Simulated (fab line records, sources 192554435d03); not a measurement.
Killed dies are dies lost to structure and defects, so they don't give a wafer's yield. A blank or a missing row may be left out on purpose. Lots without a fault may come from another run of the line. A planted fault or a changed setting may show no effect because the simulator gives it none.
Which tool did it? | flow n5_finfet | 12 lots, 36 wafers sampled, at 2 steps of a route of 1938

WHAT THE GAUGES READ, wafer by wafer
N5_BEOL_M14_INSPECT_30: inspects for defects (macro).
lot  | measured     | on                | raw_defect_count
L076 | day 10 19:59 | defect_inspect-01 | 1 0 3
L077 | day 11 14:11 | defect_inspect-01 | 2 5 1
L079 | day 11 21:50 | defect_inspect-02 | 4 1 1
L081 | day 12 09:38 | defect_inspect-01 | 2 1 3
L082 | day 12 17:33 | defect_inspect-01 | 3 4 0
L085 | day 13 06:29 | defect_inspect-01 | 0 0 5
L087 | day 13 16:02 | defect_inspect-02 | 0 1 1
L090 | day 14 03:31 | defect_inspect-02 | 2 1 3
L089 | day 14 15:29 | defect_inspect-02 | 0 1 7
L093 | day 14 22:05 | defect_inspect-01 | 2 3 4
L095 | day 16 02:07 | defect_inspect-01 | 3 3 5
L097 | day 16 16:33 | defect_inspect-01 | 3 3 3

WHICH TOOL RAN EACH LOT (tool, then ch and the chambers of the sampled wafers, then the start)
lot  | N5_BEOL_M14_STRIP_63
L076 | rie_diel-04 ch 0,1, day 10 19:59 or earlier
L077 | rie_diel-04 ch 0,3, day 11 14:11 or earlier
L079 | rie_diel-04 ch 0,3, day 11 21:50 or earlier
L081 | rie_diel-06 ch 0,1,2, day 12 09:38 or earlier
L082 | rie_diel-06 ch 1,3, day 12 17:33 or earlier
L085 | rie_diel-02 ch 2,3, day 13 06:29 or earlier
L087 | rie_diel-06 ch 0,1,3, day 13 16:02 or earlier
L090 | rie_diel-06 ch 0,2,3, day 14 03:31 or earlier
L089 | rie_diel-06 ch 1,2,3, day 14 15:29 or earlier
L093 | rie_diel-02 ch 1,3, day 14 22:05 or earlier
L095 | rie_diel-04 ch 1,2,3, day 16 02:07 or earlier
L097 | rie_diel-06 ch 0,2, day 16 16:33 or earlier
- N5_BEOL_M14_STRIP_63: strips in O2.

THE ANSWER, worked out from the rows above alone
Rule: what is usual is taken from the lots themselves. Put in order of their means at a reading, lots are off if they are a third of the lots or fewer, leave a main group of 4 or more, and stand apart from it by a gap of 3 or more times the standard deviation of the main group's means; of several such gaps the widest counts. A main group whose means are all the same, to the digits that the tables above print for the reading, isn't used. A lot without any number at a reading at which 4 lots or more have one is off too. The other lots that the step has rows for count as sound.
No lot is off at any reading shown: from this, nothing can be told.

WHAT THE SIMULATOR HAD PUT IN
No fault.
